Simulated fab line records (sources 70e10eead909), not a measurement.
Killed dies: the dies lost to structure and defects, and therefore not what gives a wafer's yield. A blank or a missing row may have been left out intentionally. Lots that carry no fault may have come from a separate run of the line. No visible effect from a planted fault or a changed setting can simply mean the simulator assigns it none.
Chamber matching :: flow nandHarc :: NHARC_A_STAIRCASE_DEP_301 on pecvd-04: 3 sister chambers
The step deposits SiON, target thk 30 nm. 3 wafers are shown with their chamber, then 7 later ones without.

## WAFERS, EACH WITH ITS CHAMBER
wafer: L087.6
chamber: 2
heaterPowerW (W): 751

wafer: L089.2
chamber: 1
heaterPowerW (W): 835

wafer: L089.3
chamber: 0
heaterPowerW (W): 778

## WAFERS MISSING THEIR CHAMBER
wafer: L089.5
heaterPowerW (W): 814

wafer: L094.2
heaterPowerW (W): 782

wafer: L094.4
heaterPowerW (W): 760

wafer: L094.5
heaterPowerW (W): 931

wafer: L096.2
heaterPowerW (W): 786

wafer: L096.3
heaterPowerW (W): 867

wafer: L096.5
heaterPowerW (W): 892

## CHAMBER TAKEN BY EACH
wafer: L089.5
from the rows above: can't be placed: 1 or 0 or 2
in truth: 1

wafer: L094.2
from the rows above: can't be placed: 0 or 2 or 1
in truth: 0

wafer: L094.4
from the rows above: can't be placed: 2 or 0 or 1
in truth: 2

wafer: L094.5
from the rows above: can't be placed: 1 or 0 or 2
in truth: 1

wafer: L096.2
from the rows above: can't be placed: 0 or 2 or 1
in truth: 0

wafer: L096.3
from the rows above: can't be placed: 1 or 0 or 2
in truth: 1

wafer: L096.5
from the rows above: can't be placed: 1 or 0 or 2
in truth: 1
0 of 7 placed correctly. Unplaceable from these rows: 7, with the true chamber sitting among the candidates in 7. Placed wrongly: 0.
How it was worked out, from the rows above alone: a wafer's distance from a chamber is the root of the sum, over the readings, of the square of ((its reading less the chamber's mean) divided by the reading's scatter). If the next closest chamber is less than 2 further off than the closest, the wafer can't be placed; otherwise it belongs to the closest. The mean given for a chamber averages the wafers shown for that chamber. The scatter (one wafer shown for each chamber): square how far every hidden wafer sits from the nearest shown wafer, average those squares and take the square root.
